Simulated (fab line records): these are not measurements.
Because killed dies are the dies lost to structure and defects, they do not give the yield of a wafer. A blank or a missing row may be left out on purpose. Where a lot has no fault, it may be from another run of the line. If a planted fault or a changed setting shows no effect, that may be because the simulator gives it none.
Which of the tools did it? / flow nand_harc / 7 lots, 21 wafers sampled, at 3 steps of a route of 1302

== WHAT THE GAUGES READ, wafer by wafer ==
NHARC_P_GATE_INSPECT_68.
lot=L938; measured=day 6 05:52; on=defect_inspect-02; raw_defect_count=208 130 206
lot=L945; measured=day 9 23:14; on=defect_inspect-01; raw_defect_count=285 193 425
lot=L941; measured=day 10 00:34; on=defect_inspect-02; raw_defect_count=133 189 141
lot=L947; measured=day 10 07:27; on=defect_inspect-01; raw_defect_count=117 108 112
lot=L956; measured=day 13 13:31; on=defect_inspect-02; raw_defect_count=176 156 189
lot=L958; measured=day 14 20:40; on=defect_inspect-02; raw_defect_count=286 202 216
lot=L960; measured=day 15 08:01; on=defect_inspect-02; raw_defect_count=307 138 233

== WHAT TOOL EACH LOT RAN ON (gives the tool, then ch and the chambers of the sampled wafers, and finally the start) ==
lot=L938; NHARC_P_GATE_STRIP_112=plasma_asher-01 ch 0,1, day 6 01:32; NHARC_P_GATE_RTA_82=rtp_anneal-01 ch 0, day 6 05:41
lot=L945; NHARC_P_GATE_STRIP_112=plasma_asher-02 ch 0,1, day 9 18:58; NHARC_P_GATE_RTA_82=rtp_anneal-02 ch 0, day 9 23:04
lot=L941; NHARC_P_GATE_STRIP_112=plasma_asher-01 ch 0, day 9 20:19; NHARC_P_GATE_RTA_82=rtp_anneal-02 ch 0, day 10 00:22
lot=L947; NHARC_P_GATE_STRIP_112=plasma_asher-01 ch 0,1, day 10 03:02; NHARC_P_GATE_RTA_82=rtp_anneal-02 ch 0, day 10 07:19
lot=L956; NHARC_P_GATE_STRIP_112=plasma_asher-01 ch 0,1, day 13 09:10; NHARC_P_GATE_RTA_82=rtp_anneal-01, day 13 13:19
lot=L958; NHARC_P_GATE_STRIP_112=plasma_asher-02 ch 0, day 14 16:32; NHARC_P_GATE_RTA_82=rtp_anneal-01 ch 0, day 14 20:28
lot=L960; NHARC_P_GATE_STRIP_112=plasma_asher-02 ch 0,1, day 15 03:50; NHARC_P_GATE_RTA_82=rtp_anneal-02 ch 0, day 15 07:51
- NHARC_P_GATE_STRIP_112: strips in N2/H2, time 200 s.
- NHARC_P_GATE_RTA_82: time 30 s.

== THE ANSWER, worked out from the rows above alone ==
Rule: the usual values come from the lots themselves. The widest of any qualifying gaps counts: lots, ordered by their means at a reading, are off when they make up no more than a third of the lots, leave a main group of 4 or more, and stand apart from it by 3 or more times the standard deviation of that group's means. Not used: any main group whose means are identical at the precision the tables above print for the reading. Also off: a lot with no number at a reading for which 4 or more lots have one. The other lots that the step has rows for count as sound.
Nothing can be told from this: no lot is off at any reading shown.

== WHAT HAD BEEN PUT IN BY THE SIMULATOR ==
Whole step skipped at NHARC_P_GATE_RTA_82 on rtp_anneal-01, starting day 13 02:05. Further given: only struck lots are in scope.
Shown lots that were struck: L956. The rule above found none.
